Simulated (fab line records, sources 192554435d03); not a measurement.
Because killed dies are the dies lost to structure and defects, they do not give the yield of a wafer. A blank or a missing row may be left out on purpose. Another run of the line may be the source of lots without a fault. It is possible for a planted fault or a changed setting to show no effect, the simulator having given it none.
The same fault as seen by 2 desks    flow n5Finfet    every desk sees just its own numbers, and what lay behind them comes last

== AT THE TOOL OWNER'S DESK: cvdW-01 ==
The tool's own readings at N5_HKMG_FIN_ALD_72 (deposits W, target thk 2 nm, pulse time 1 s, purge time 2 s): means of the sampled wafers that have a number, for each lot that ran on this tool. A lot is out of limits, marked OUT, if its mean lies more than 4 standard deviations from the usual mean; the brackets give that distance.
Columns: A = heaterPowerW at N5_HKMG_FIN_ALD_72, usual 474 W; B = precursorPulseHeightRel at N5_HKMG_FIN_ALD_72, usual 0.999
lot   first seen here  A    B
L466  day 4 17:49      502  0.988
L469  day 5 14:49      500  1.001
L477  day 7 12:18      504  1.009
L478  day 7 22:18      511  0.989
L480  day 8 05:43      513  1.008
Finding of this desk: none of the 5 lots has anything out of limits.

== METROLOGY DESK ==
Lot by lot, what the gauges showed, no matter which tool ran the lot: averages of those sampled wafers that carry a number. A lot is out of limits, marked OUT, if its mean lies more than 4 standard deviations from the usual mean; the brackets give that distance. Readings shown: 7 of its 10, picked as those furthest out on some lot.
Columns: A = DIBL_P at N5_BEOL_M4_RC_MEAS_101, usual 36.2 mV/V; B = IOFF_N at N5_BEOL_M4_RC_MEAS_101, usual 0.157 nA/um; C = IOFF_P at N5_BEOL_M4_RC_MEAS_101, usual 0.206 nA/um; D = ION_N at N5_BEOL_M4_RC_MEAS_101, usual 673 uA/um; E = SS_P at N5_BEOL_M4_RC_MEAS_101, usual 73.2 mV/dec; F = VT_N at N5_BEOL_M4_RC_MEAS_101, usual 249.9 mV; G = VT_P at N5_BEOL_M4_RC_MEAS_101, usual -250.6 mV
lot   first seen here  A     B      C      D    E     F      G
L466  day 8 10:01      37.4  0.162  0.215  679  73.8  250.7  -250.4
L469  day 9 07:48      36.5  0.152  0.203  669  73.5  251.3  -250.8
L475  day 10 17:53     36.4  0.162  0.215  677  72.9  248.5  -248.4
L477  day 11 07:29     36.8  0.172  0.218  671  73.7  250.9  -249.8
L478  day 11 11:48     36.6  0.201  0.253  688  73.6  246.0  -245.7
L480  day 11 15:47     33.8  0.123  0.181  666  73.1  251.9  -251.5
L486  day 13 13:40     36.6  0.162  0.198  675  73.6  251.0  -252.0
Finding of this desk: none of the 7 lots has anything out of limits.

== ALL TOGETHER ==
Nothing out of limits was seen by the tool owner's desk.
At the metrology desk, nothing out of limits was observed.

== WHAT WAS PUT IN BY THE SIMULATOR ==
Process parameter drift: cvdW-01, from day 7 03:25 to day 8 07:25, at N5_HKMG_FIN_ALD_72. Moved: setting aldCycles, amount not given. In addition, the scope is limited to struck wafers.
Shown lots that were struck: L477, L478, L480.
